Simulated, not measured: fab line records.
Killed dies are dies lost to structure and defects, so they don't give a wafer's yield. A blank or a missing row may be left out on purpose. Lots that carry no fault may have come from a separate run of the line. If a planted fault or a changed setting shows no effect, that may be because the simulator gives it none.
Chamber matching || flow n5-finfet || N5_FIN_SAQP_PECVD_48 on pecvd-01 has 3 sister chambers
The step deposits SiNx from SiH4/NH3/N2, target thk 25 nm, time 22.1 s. 3 wafers are shown with their chamber, then 12 later ones without.

WAFERS WITH THEIR CHAMBER
{"wafer": "L088.6", "chamber": 1, "throttle-valve-pct (%)": 42.0}
{"wafer": "L092.4", "chamber": 0, "throttle-valve-pct (%)": 38.1}
{"wafer": "L092.5", "chamber": 2, "throttle-valve-pct (%)": 38.5}

WAFERS WITH NO CHAMBER GIVEN
{"wafer": "L093.2", "throttle-valve-pct (%)": 42.0}
{"wafer": "L093.3", "throttle-valve-pct (%)": 38.0}
{"wafer": "L093.4", "throttle-valve-pct (%)": 42.1}
{"wafer": "L095.2", "throttle-valve-pct (%)": 37.8}
{"wafer": "L095.5", "throttle-valve-pct (%)": 38.1}
{"wafer": "L095.6", "throttle-valve-pct (%)": 38.6}
{"wafer": "L096.2", "throttle-valve-pct (%)": 38.4}
{"wafer": "L096.3", "throttle-valve-pct (%)": 42.2}
{"wafer": "L096.5", "throttle-valve-pct (%)": 38.3}
{"wafer": "L097.2", "throttle-valve-pct (%)": 42.0}
{"wafer": "L097.3", "throttle-valve-pct (%)": 38.5}
{"wafer": "L097.5", "throttle-valve-pct (%)": 38.0}

CHAMBER TAKEN BY EACH
{"wafer": "L093.2", "from the rows above": 1, "in truth": 1}
{"wafer": "L093.3", "from the rows above": 0, "in truth": 0}
{"wafer": "L093.4", "from the rows above": 1, "in truth": 1}
{"wafer": "L095.2", "from the rows above": 0, "in truth": 0}
{"wafer": "L095.5", "from the rows above": 0, "in truth": 0}
{"wafer": "L095.6", "from the rows above": 2, "in truth": 2}
{"wafer": "L096.2", "from the rows above": "can't be placed: 2 or 0", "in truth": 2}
{"wafer": "L096.3", "from the rows above": 1, "in truth": 1}
{"wafer": "L096.5", "from the rows above": "can't be placed: 0 or 2", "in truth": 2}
{"wafer": "L097.2", "from the rows above": 1, "in truth": 1}
{"wafer": "L097.3", "from the rows above": 2, "in truth": 2}
{"wafer": "L097.5", "from the rows above": 0, "in truth": 0}
Placed correctly: 10 of 12. Can't be placed from these rows: 2 (the true chamber is among the candidates in 2). Number placed wrongly: 0.
How it was worked out, from the rows above alone: a wafer's distance from a chamber is the root of the sum, over the readings, of the square of ((its reading less the chamber's mean) divided by the reading's scatter). The wafer belongs to the nearest chamber; if the next one is less than 2 further off, it can't be placed. A chamber's mean is the mean of its shown wafers. The scatter: root of mean squared gap, hidden wafer to nearest shown wafer, with one shown wafer a chamber.
